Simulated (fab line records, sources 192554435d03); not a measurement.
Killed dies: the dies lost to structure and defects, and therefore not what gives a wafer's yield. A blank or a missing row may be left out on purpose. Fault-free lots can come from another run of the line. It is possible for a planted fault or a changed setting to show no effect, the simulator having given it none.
A lot that was struck, set against a sound lot -- flow n5 finfet -- 15 steps out of a route of 1938
Sound: these wafers, L562.2, L562.3, L562.4. Struck: wafer L572.3 (left out: L572.2, a lot-mate that was not struck); the cause follows at the end.
At each step with rows: each side's tool, then ch and its chambers, then its first start. Under that, the readings that differ: sound wafers -- struck wafers -- difference of the means -- sigmas: that difference in standard deviations of wafers without a fault.
alike: same words and numbers on both sides, and readings whose means sit less than 2 such deviations apart. not compared: any withheld reading, any reading some wafer has no value for, any bound like >300 that may hide the same value, and any number with overlapping values for which the record gives no deviation.
A row with sigmas, a row that says differs or no value, or rows on one side alone: a step with any of these is where the two part. Numbers that have no deviation but don't overlap get no sigmas and don't part them. A reading that every wafer of one side lacks parts them only if that side has two wafers or more.

N5_BEOL_M15_CD_MEAS_10 targets a cd of 360 nm.
  sound on cd sem-01 ch 0, day 13 11:04; struck on cd sem-02 ch 0, day 16 16:26
  alike: cd nm
N5_BEOL_M15_OVL_MEAS_11:
  sound on overlay-02 ch 0, day 13 11:05; struck on overlay-02 ch 0, day 16 16:28
reading,sound,struck,difference,sigmas
V14_OVL (nm),14 15 16,-8,-23,-5
N5_BEOL_M15_INSPECT_12: inspects for defects (macro).
  struck on defect inspect-01, day 16 16:29; sound on defect inspect-02, day 13 11:07
  alike: raw defect count
N5_BEOL_M15_DESCUM_15: chemistry O2, time 7.9 s.
  sound on rie diel-01 ch 0,1,3, day 13 11:17; struck on rie diel-02 ch 0, day 16 16:34
  alike: drypump motor current A, oes product au, rf vpp V, showerhead plenum p Torr, throttle valve pct
  not compared: rf hours counter h
N5_BEOL_M15_ETCH_59: etches BARC in N2/H2, target depth 89 nm, overetch 26.7 nm, time 67.9 s.
  sound on rie diel-01 ch 0,1,3, day 13 11:19; struck on rie diel-02 ch 0, day 16 16:36
  alike: drypump motor current A, oes product au, rf vpp V, showerhead plenum p Torr, throttle valve pct
  not compared: rf hours counter h
N5_BEOL_M15_VIA_ETCH_16: etches SiO2 in C4F8/O2/Ar, target depth 1792.2 nm.
  sound on rie diel-01 ch 0,1,3, day 13 11:22; struck on rie diel-02 ch 0, day 16 16:39
  alike: drypump motor current A, oes product au, rf vpp V, showerhead plenum p Torr, throttle valve pct
N5_BEOL_M15_STRIP_63: strips in O2.
  sound: rie diel-01 ch 0,1,3; struck: rie diel-02 ch 0
  alike: drypump motor current A, oes product au, rf vpp V, showerhead plenum p Torr, throttle valve pct
  not compared: rf hours counter h
N5_BEOL_M15_STRIP_64: strips in O2.
  sound: rie diel-01 ch 0,1,3; struck: rie diel-02 ch 0
  alike: drypump motor current A, oes product au, rf vpp V, showerhead plenum p Torr, throttle valve pct
  not compared: rf hours counter h
then, 2 steps without rows for these wafers: N5_BEOL_M15_STRIP_65 (strips in post etch residue remover, time 60 s); N5_BEOL_M15_SRD_66 (time 30 s, dry time 30 s).
N5_BEOL_M15_CD_MEAS_17 targets a cd of 360 nm.
  struck on cd sem-03, day 16 17:04; sound on cd sem-01, day 13 11:47
  alike: cd nm
then, 1 step without rows for these wafers: N5_BEOL_M15_COAT_56 (time 60 s, resist thk 550 nm).
N5_BEOL_M15_ETCH_57: etches SOC in N2/H2, time 750 s.
  sound on rie diel-02 ch 0,1,2, day 13 11:53; struck on rie diel-01 ch 1, day 16 17:10
reading,sound,struck,difference,sigmas
oes product au (a.u.),0.71 0.89 0.77,1.25,+0.46,+5
rf hours counter h (h),213 45 118,38,-87,
  alike: drypump motor current A, rf vpp V, showerhead plenum p Torr, throttle valve pct
then, 1 step without rows for these wafers: N5_BEOL_M15_COAT_60 (time 60 s, resist thk 89 nm).
N5_PASSIVATION_PROBE_49:
  struck on prober-01, day 17 16:43; sound on prober-02, day 14 09:43
  alike: defect limited yield, killed_at_M0_to_M3, killed_at_M4_up, killed at contacts, killed at front end, killed at other, killed dies, killed open, killed short, sort_bin_5_function, sort_bin_6_memory, sort n pass, sort yield pct

WHERE THEY PART
At N5_BEOL_M15_OVL_MEAS_11 first; at N5_BEOL_M15_ETCH_57 last (within this record only). Later steps at which nothing parts them and some readings are alike: N5_PASSIVATION_PROBE_49.

WHY: what the simulator had put in
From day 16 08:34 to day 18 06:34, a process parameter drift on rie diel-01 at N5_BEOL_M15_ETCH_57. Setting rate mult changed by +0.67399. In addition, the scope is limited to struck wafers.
